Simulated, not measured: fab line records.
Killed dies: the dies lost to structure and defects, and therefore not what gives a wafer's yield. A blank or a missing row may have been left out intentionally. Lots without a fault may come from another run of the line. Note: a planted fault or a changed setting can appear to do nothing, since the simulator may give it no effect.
Matching of chambers :: flow nand-harc :: NHARC_A_CHANNEL_FILL_D1_ETCHBACK_19 on rie-si-03 has 4 sister chambers
The step etches the open film in HBr/Cl2, target depth 5 nm, time 1.7 s. 8 wafers are shown with their chamber, then 7 later ones without.

WAFERS WITH THEIR CHAMBER
wafer: L074.1
chamber: 1
throttle-valve-pct (%): 26.416
oes-product-au (a.u.): 0.975

wafer: L077.1
chamber: 2
throttle-valve-pct (%): 26.409
oes-product-au (a.u.): 0.993

wafer: L077.3
chamber: 1
throttle-valve-pct (%): 26.407
oes-product-au (a.u.): 1.000

wafer: L082.6
chamber: 3
throttle-valve-pct (%): 26.397
oes-product-au (a.u.): 0.997

wafer: L086.4
chamber: 2
throttle-valve-pct (%): 26.413
oes-product-au (a.u.): 0.996

wafer: L086.5
chamber: 0
throttle-valve-pct (%): 26.409
oes-product-au (a.u.): 0.991

wafer: L085.3
chamber: 3
throttle-valve-pct (%): 26.417
oes-product-au (a.u.): 0.993

wafer: L085.5
chamber: 0
throttle-valve-pct (%): 26.415
oes-product-au (a.u.): 1.002

WAFERS WITHOUT THEIR CHAMBER
wafer: L085.6
throttle-valve-pct (%): 26.404
oes-product-au (a.u.): 0.989

wafer: L091.2
throttle-valve-pct (%): 26.431
oes-product-au (a.u.): 1.001

wafer: L091.5
throttle-valve-pct (%): 26.400
oes-product-au (a.u.): 1.000

wafer: L091.6
throttle-valve-pct (%): 26.412
oes-product-au (a.u.): 0.984

wafer: L095.3
throttle-valve-pct (%): 26.420
oes-product-au (a.u.): 0.986

wafer: L095.5
throttle-valve-pct (%): 26.398
oes-product-au (a.u.): 1.018

wafer: L095.6
throttle-valve-pct (%): 26.406
oes-product-au (a.u.): 1.013

WHICH CHAMBER EACH WENT THROUGH
wafer: L085.6
from the rows above: can't be placed: 3 or 1 or 2 or 0
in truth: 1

wafer: L091.2
from the rows above: can't be placed: 0 or 2 or 1 or 3
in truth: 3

wafer: L091.5
from the rows above: can't be placed: 3 or 2 or 0 or 1
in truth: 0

wafer: L091.6
from the rows above: can't be placed: 1 or 2 or 0 or 3
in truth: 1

wafer: L095.3
from the rows above: can't be placed: 1 or 2 or 0 or 3
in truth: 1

wafer: L095.5
from the rows above: can't be placed: 3 or 0 or 2 or 1
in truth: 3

wafer: L095.6
from the rows above: can't be placed: 0 or 3 or 2 or 1
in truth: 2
Correctly placed: 0 of 7. Not placeable from these rows: 7 (in 7, the candidates include the true chamber). Number placed wrongly: 0.
How it was worked out, from the rows above alone: a wafer's distance from a chamber is the root of the sum, over the readings, of the square of ((its reading less the chamber's mean) divided by the reading's scatter). If the next closest chamber is less than 2 further off than the closest, the wafer can't be placed; otherwise it belongs to the closest. A chamber's mean is the mean of its shown wafers. The scatter: take each reading less its chamber's mean, square it, sum over the shown wafers, divide by the number of wafers less the number of chambers, and take the root.
